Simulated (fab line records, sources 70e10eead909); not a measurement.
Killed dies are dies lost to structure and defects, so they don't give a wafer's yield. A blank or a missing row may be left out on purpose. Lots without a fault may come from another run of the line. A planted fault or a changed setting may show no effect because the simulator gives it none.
Chamber matching | flow nand_harc | NHARC_P_M0_DESCUM_14 on rie_diel-09: 4 sister chambers
The step chemistry O2, time 3 s. 24 wafers are shown with their chamber, then 12 later ones without.

WAFERS WITH THEIR CHAMBER
wafer  | chamber | showerhead_plenum_p_Torr (Torr) | drypump_motor_current_A (A) | oes_product_au (a.u.)
L074.2 | 3       | 2.06                            | 5.9                         | 1.018
L074.4 | 1       | 2.00                            | 6.7                         | 0.969
L074.5 | 0       | 2.00                            | 5.9                         | 0.983
L076.1 | 3       | 2.06                            | 5.9                         | 1.019
L076.2 | 2       | 2.04                            | 6.3                         | 1.014
L076.5 | 2       | 2.04                            | 6.3                         | 1.007
L079.4 | 3       | 2.06                            | 6.0                         | 1.022
L079.5 | 0       | 1.99                            | 5.9                         | 1.000
L079.6 | 1       | 2.00                            | 6.7                         | 0.996
L080.3 | 1       | 2.00                            | 6.7                         | 0.983
L080.4 | 3       | 2.06                            | 5.9                         | 1.019
L080.5 | 1       | 2.00                            | 6.7                         | 0.998
L082.2 | 0       | 1.99                            | 5.9                         | 0.992
L082.3 | 2       | 2.04                            | 6.3                         | 1.018
L082.5 | 3       | 2.06                            | 5.9                         | 1.025
L085.1 | 0       | 1.99                            | 5.9                         | 0.987
L085.2 | 2       | 2.04                            | 6.3                         | 1.020
L085.6 | 1       | 2.00                            | 6.6                         | 0.996
L084.1 | 3       | 2.06                            | 5.9                         | 1.032
L084.2 | 2       | 2.04                            | 6.3                         | 1.013
L084.3 | 1       | 2.00                            | 6.7                         | 1.006
L086.1 | 1       | 2.00                            | 6.8                         | 1.002
L086.3 | 3       | 2.06                            | 6.0                         | 1.018
L086.6 | 0       | 1.99                            | 5.9                         | 0.978

SIGNATURES (means of the wafers above)
reading                  | chamber 0 | chamber 1 | chamber 2 | chamber 3 | scatter within a chamber
showerhead_plenum_p_Torr | 1.9920    | 2.0000    | 2.0400    | 2.0600    | 0.002
drypump_motor_current_A  | 5.900     | 6.700     | 6.300     | 5.929     | 0.0414
oes_product_au           | 0.98800   | 0.99286   | 1.01440   | 1.02186   | 0.0087
Rule: a wafer's distance from a chamber is the root of the sum, over the readings, of the square of ((its reading less the chamber's mean) divided by the reading's scatter). The wafer belongs to the nearest chamber; if the next one is less than 2 further off, it can't be placed. The scatter: the root of (the sum of the squares of (reading less its chamber's mean) over the shown wafers, divided by (wafers less chambers)).

WAFERS WITHOUT THEIR CHAMBER
wafer  | showerhead_plenum_p_Torr (Torr) | drypump_motor_current_A (A) | oes_product_au (a.u.)
L089.1 | 2.06                            | 5.9                         | 1.031
L089.2 | 2.04                            | 6.3                         | 1.019
L089.5 | 2.04                            | 6.3                         | 1.015
L090.2 | 2.00                            | 6.7                         | 0.989
L090.3 | 2.06                            | 5.9                         | 1.027
L090.4 | 2.04                            | 6.3                         | 1.018
L091.1 | 1.99                            | 5.9                         | 0.980
L091.2 | 2.06                            | 5.9                         | 1.017
L091.6 | 1.99                            | 5.9                         | 0.980
L095.2 | 2.00                            | 6.7                         | 0.992
L095.4 | 2.04                            | 6.3                         | 1.016
L095.5 | 2.00                            | 6.7                         | 0.997

WHICH CHAMBER EACH WENT THROUGH
wafer  | from the rows above | in truth
L089.1 | 3                   | 3
L089.2 | 2                   | 2
L089.5 | 2                   | 2
L090.2 | 1                   | 1
L090.3 | 3                   | 3
L090.4 | 2                   | 2
L091.1 | 0                   | 0
L091.2 | 3                   | 3
L091.6 | 0                   | 0
L095.2 | 1                   | 1
L095.4 | 2                   | 2
L095.5 | 1                   | 1
Placed correctly: 12 of 12. Can't be placed from these rows: 0. Placed wrongly: 0.
